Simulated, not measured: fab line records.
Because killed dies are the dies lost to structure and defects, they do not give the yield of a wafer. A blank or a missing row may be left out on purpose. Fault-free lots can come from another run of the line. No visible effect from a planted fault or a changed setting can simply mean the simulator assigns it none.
A lot that was struck, set against a sound lot / flow nand harc / 14 out of 1159 route steps
Sound: the wafers L381.1, L381.4, L381.5. Wafers L397.1, L397.2, L397.4 were the ones struck. Last of all comes the cause.
Each step with rows lists, per side, the tool, then ch with its chambers, then its first start. Under that, the readings that differ: sound wafers / struck wafers / difference of the means / sigmas: that difference in standard deviations of wafers without a fault.
alike: words and numbers the same on both sides, and readings whose means are apart by under 2 such deviations; not compared: readings that were withheld, readings missing a value for some wafer, numbers with overlapping values and no deviation given by the record, and bounds like >300 which may hide the same value.
A row with sigmas, a row that says differs or no value, or rows on one side alone: a step with any of these is where the two part. Numbers that have no deviation but don't overlap get no sigmas and don't part them. Lack of a reading on every wafer of one side parts them only where that side has two or more wafers.

NHARC_A_STAIRCASE_STRIP_475: strips in O2, time 20 s.
  sound on rie diel-04 ch 1,3, day 13 21:20; struck on rie diel-06 ch 0,1,2
  alike: drypump motor current A, oes product au, rf vpp V, showerhead plenum p Torr, throttle valve pct
  not compared: rf hours counter h
NHARC_A_STAIRCASE_DEP_471: deposits SiO2, target thk 100 nm.
  sound on pecvd-03 ch 0,1,2, day 13 21:30; struck on pecvd-04 ch 1,2, day 18 11:13
  alike: heater power outer w, heater power w, throttle valve pct
  not compared: since wet clean h
NHARC_A_STAIRCASE_CMP_472: polishes SiO2.
  sound on cmp-03 ch 0,2, day 13 21:47; struck on cmp-03 ch 0,1,3, day 18 11:28
  alike: motor current A
after that, 1 step had no rows for these wafers: NHARC_A_STAIRCASE_SRD_474.
NHARC_A_STAIRCASE_INSPECT_155:
  sound on defect inspect-01 at day 13 22:07; struck on defect inspect-01 at day 18 11:50
reading=raw defect count; sound=242 197 170; struck=596 429 513; difference=+310; sigmas=+3
NHARC_A_SGD_CUT_DEP_00: deposits SiNx, target thk 50 nm.
  sound on pecvd-01 ch 1,2, day 13 22:11; struck on pecvd-02 ch 0,1,2, day 18 11:55
  alike: heater power outer w, heater power w
  not compared: since wet clean h
then, 5 steps without rows for these wafers: NHARC_A_SGD_CUT_DEHYDRATE_01 (time 120 s); NHARC_A_SGD_CUT_HMDS_02 (time 30 s); NHARC_A_SGD_CUT_COAT_56 (time 75 s); NHARC_A_SGD_CUT_COAT_57 (time 65 s); NHARC_A_SGD_CUT_COAT_03 (resist thk 90 nm).
NHARC_A_SGD_CUT_SOFTBAKE_04: time 55 s.
  sound on litho track-06 ch 0, day 13 22:00; struck on litho track-06 ch 0, day 18 12:00
reading=heater power total W (W); sound=188.45 188.44 188.45; struck=181.19 181.03 181.01; difference=-7.37; sigmas=-57
then, 2 steps without rows for these wafers: NHARC_A_SGD_CUT_EBR_05; NHARC_END_SORT_01.

== WHERE THEY PART ==
At NHARC_A_STAIRCASE_INSPECT_155 first; at NHARC_A_SGD_CUT_SOFTBAKE_04 last (within this record only).

WHY: what had been put in by the simulator
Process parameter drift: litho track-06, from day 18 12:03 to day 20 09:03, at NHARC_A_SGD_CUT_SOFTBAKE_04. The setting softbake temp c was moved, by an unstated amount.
